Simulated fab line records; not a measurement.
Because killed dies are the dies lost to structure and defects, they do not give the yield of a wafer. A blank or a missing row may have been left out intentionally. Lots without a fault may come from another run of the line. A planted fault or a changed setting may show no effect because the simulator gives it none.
Comparing a struck lot with a sound one | flow nand_harc | 14 out of 1159 route steps
Sound: the wafers L970.1, L970.4, L970.5. Wafers struck: L979.1, L979.4, L979.6. The cause comes at the end.
At each step with rows: each side's tool, then ch and its chambers, then its first start. Under that, the readings that differ: sound wafers | struck wafers | difference of the means | sigmas: that difference in standard deviations of wafers without a fault.
alike: readings with means less than 2 such deviations apart, plus words and numbers identical on both sides. not compared: withheld readings, readings lacking a value on some wafer, bounds such as >300 that could conceal the same value, and numbers that have no deviation in the record and whose values overlap.
The two part at a step that has a row with sigmas, a row that says differs or no value, or rows on one side only. Numbers that don't overlap but have no deviation are shown without sigmas and don't part them. A reading that every wafer of one side lacks parts them only if that side has two wafers or more.

NHARC_P_GATE_INSPECT_28:
  sound: defect_inspect-01 at day 7 01:12; struck: defect_inspect-01 at day 9 06:23
  alike: raw_defect_count
then, 1 step without rows for these wafers: NHARC_P_GATE_DESCUM_31 (chemistry O2, time 3 s).
NHARC_P_GATE_ETCH_104: etches the open film in CF4/CHF3, target depth 60 nm.
  sound on rie_diel-03 ch 0,1, day 7 01:44; struck on rie_diel-03 ch 0,1,3, day 9 06:33
  alike: drypump_motor_current_A, oes_product_au, rf_vpp_V, showerhead_plenum_p_Torr, throttle_valve_pct
NHARC_P_GATE_HM_OPEN_105: chemistry O2/COS, target depth 360 nm.
  sound: rie_diel-03 ch 1,2; struck: rie_diel-03 ch 1,2
  alike: drypump_motor_current_A, o2_flow_sccm, oes_product_au, rf_vpp_V, showerhead_plenum_p_Torr, throttle_valve_pct
  not compared: rf_hours_counter_h
then, 1 step without rows for these wafers: NHARC_P_GATE_STRIP_106 (strips in O2/COS).
NHARC_P_GATE_ETCH_114: etches the open film in CF4/O2, target depth 30 nm, overetch 3 nm, time 16.5 s.
  sound: rie_diel-03 ch 1,2,3; struck: rie_diel-03 ch 0,2,3
  alike: drypump_motor_current_A, o2_flow_sccm, oes_product_au, rf_vpp_V, showerhead_plenum_p_Torr, throttle_valve_pct
  not compared: rf_hours_counter_h
NHARC_P_GATE_ETCH_32: etches the open film in HBr/Cl2, target depth 150 nm, time 100.1 s.
  sound on rie_si-05 ch 0,2, day 7 02:26; struck on rie_si-04 ch 1,2,3, day 9 06:56
  alike: drypump_motor_current_A, he_backside_leak_sccm, oes_product_au, throttle_valve_pct
  not compared: rf_hours_counter_h
then, 1 step without rows for these wafers: NHARC_P_GATE_STRIP_108 (strips in O2).
NHARC_P_GATE_CD_MEAS_33:
  sound: cd_sem-01 at day 7 02:44; struck: cd_sem-01 at day 9 07:16
  alike: cd_nm
then, 3 steps without rows for these wafers: NHARC_P_GATE_STRIP_35 (strips in SPM, time 600 s); NHARC_P_GATE_PRECLEAN_73 (cleans in SC1); NHARC_P_GATE_SRD_74.
NHARC_P_GATE_ALD_36: deposits SiNx, target thk 20 nm, pulse time 60 s, ald cycles 223.
  sound on ald_sin-02 ch 1,3, day 7 04:16; struck on ald_sin-02 ch 0,1, day 9 07:43
  reading    | sound       | struck      | difference | sigmas
  ald_cycles | 223 223 223 | 247 247 247 | +24        |
  alike: heater_power_w, precursor_pulse_height_rel
NHARC_P_GATE_ETCHBACK_37: etches the open film in CHF3/O2, target depth 34.5 nm, time 17.2 s.
  sound: rie_diel-03 ch 0,1,2; struck: rie_diel-01 ch 0,2
  alike: drypump_motor_current_A, o2_flow_sccm, oes_product_au, rf_vpp_V, showerhead_plenum_p_Torr, throttle_valve_pct
  not compared: rf_hours_counter_h

WHERE THEY PART
Nowhere in this record.

WHY: the cause the simulator had injected
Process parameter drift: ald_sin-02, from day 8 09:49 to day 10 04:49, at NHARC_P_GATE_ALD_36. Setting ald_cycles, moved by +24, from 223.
